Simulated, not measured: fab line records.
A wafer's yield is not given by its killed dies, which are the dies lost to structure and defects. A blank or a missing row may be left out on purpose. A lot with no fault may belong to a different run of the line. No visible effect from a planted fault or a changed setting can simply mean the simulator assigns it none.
Comparing a struck lot with a sound one / flow nand-harc / 18 steps out of a route of 1159
Sound: these wafers, L663.2, L663.3, L663.4. The struck wafers were L671.2, L671.5, L671.6. At the end, the cause is stated.
For every step that has rows: the tool of each side, followed by ch and its chambers, followed by its first start. Under that, the readings that differ: sound wafers / struck wafers / difference of the means / sigmas: that difference in standard deviations of wafers without a fault.
alike: a reading whose means differ by less than 2 such deviations, as well as words and numbers matching on both sides. not compared: withheld readings; readings where some wafer has no value; bounds like >300 that might hide an equal value; numbers whose values overlap and for which the record gives no deviation.
A row with sigmas, a row that says differs or no value, or rows on one side alone: a step with any of these is where the two part. Non-overlapping numbers with no deviation appear without sigmas and do not part them. Lack of a reading on every wafer of one side parts them only where that side has two or more wafers.

first, 1 step without rows for these wafers: NHARC_A_SGD_CUT_ETCH_26 (etches SiO2 in dHF, target depth 45.8 nm).
NHARC_A_SGD_CUT_ETCHBACK_24: etches the open film in CH3F/O2, target depth 50 nm, time 92.857 s.
  sound on rie-diel-04 ch 1,2,3, day 16 13:20; struck on rie-diel-04 ch 2,3, day 18 01:55
reading=oes-product-au (a.u.); sound=0.92 0.92 0.93; struck=1.00 1.02 0.99; difference=+0.08; sigmas=+3
  alike: chamber-pressure-mTorr, drypump-motor-current-A, rf-vpp-V, showerhead-plenum-p-Torr, throttle-valve-pct
  not compared: rf-hours-counter-h
NHARC_A_SGD_CUT_STRIP_28: strips in O2, time 20 s.
  sound on rie-diel-04 ch 1,2,3; struck on rie-diel-04 ch 1,2
  alike: chamber-pressure-mTorr, drypump-motor-current-A, oes-product-au, rf-vpp-V, showerhead-plenum-p-Torr, throttle-valve-pct
  not compared: rf-hours-counter-h
NHARC_A_SGD_CUT_INSPECT_25:
  struck on defect-inspect-02, day 18 02:13; sound on defect-inspect-01, day 16 13:34
  alike: raw-defect-count
NHARC_A_SLIT_DEP_25: deposits SiO2, target thk 200 nm.
  sound on pecvd-03 ch 0,1,2, day 16 13:38; struck on pecvd-04 ch 1,2, day 18 02:20
reading=throttle-valve-pct (%); sound=16.7 16.2 16.2; struck=15.0 15.4 14.7; difference=-1.3; sigmas=-2
  alike: heater-power-w
  not compared: since-wet-clean-h
NHARC_A_SLIT_DEP_00: deposits aC, target thk 3200 nm.
  sound on acl-dep-03 ch 0, day 16 14:18; struck on acl-dep-02 ch 0, day 18 06:19
  alike: throttle-valve-pct
NHARC_A_SLIT_DEP_23: deposits SiON, target thk 100 nm.
  sound on pecvd-03 ch 0,2, day 16 15:57; struck on pecvd-03 ch 0,1, day 18 08:01
  alike: heater-power-w
  not compared: since-wet-clean-h
then, 5 steps without rows for these wafers: NHARC_A_SLIT_DEHYDRATE_01 (time 120 s); NHARC_A_SLIT_HMDS_02 (time 30 s); NHARC_A_SLIT_COAT_03 (resist thk 90 nm); NHARC_A_SLIT_SOFTBAKE_04 (time 55 s); NHARC_A_SLIT_EBR_05.
NHARC_A_SLIT_EXPOSE_06: exposes mask SLIT.
  sound on arfi-scanner-03 ch 0, day 16 16:29; struck on arfi-scanner-03 ch 0, day 18 08:31
reading=exposure-dose-mJ-cm2; sound=60.90 60.90 60.85; struck=45.83 45.79 45.77; difference=-15.09; sigmas=-99 or more
  alike: mask, focus-offset-nm
then, 2 steps without rows for these wafers: NHARC_A_SLIT_PEB_07 (peb time 65 s); NHARC_A_SLIT_DEVELOP_08 (develop time 35 s).
NHARC_A_SLIT_CD_MEAS_09 targets a cd of 300 nm.
  sound on cd-sem-01 ch 0, day 16 16:38; struck on cd-sem-03 ch 0, day 18 08:38
reading=cd-nm (nm); sound=300.2 299.5 300.6; struck=288.2 288.1 288.1; difference=-12.0; sigmas=-20
NHARC_A_SLIT_OVL_MEAS_10:
  struck on overlay-02, day 18 08:44; sound on overlay-01, day 16 16:43
reading=overlay-y-nm (nm); sound=1.3 1.4 1.5; struck=-0.2 0.0 -0.4; difference=-1.6; sigmas=-2
  alike: overlay-x-nm
NHARC_END_SORT_01:
  the record has rows for the sound wafers here (prober-01 ch 0, day 21 22:24) and none for the struck ones

## WHERE THEY PART
At NHARC_A_SGD_CUT_ETCHBACK_24 first; at NHARC_END_SORT_01 last (within this record only).

WHY: what the simulator had put in
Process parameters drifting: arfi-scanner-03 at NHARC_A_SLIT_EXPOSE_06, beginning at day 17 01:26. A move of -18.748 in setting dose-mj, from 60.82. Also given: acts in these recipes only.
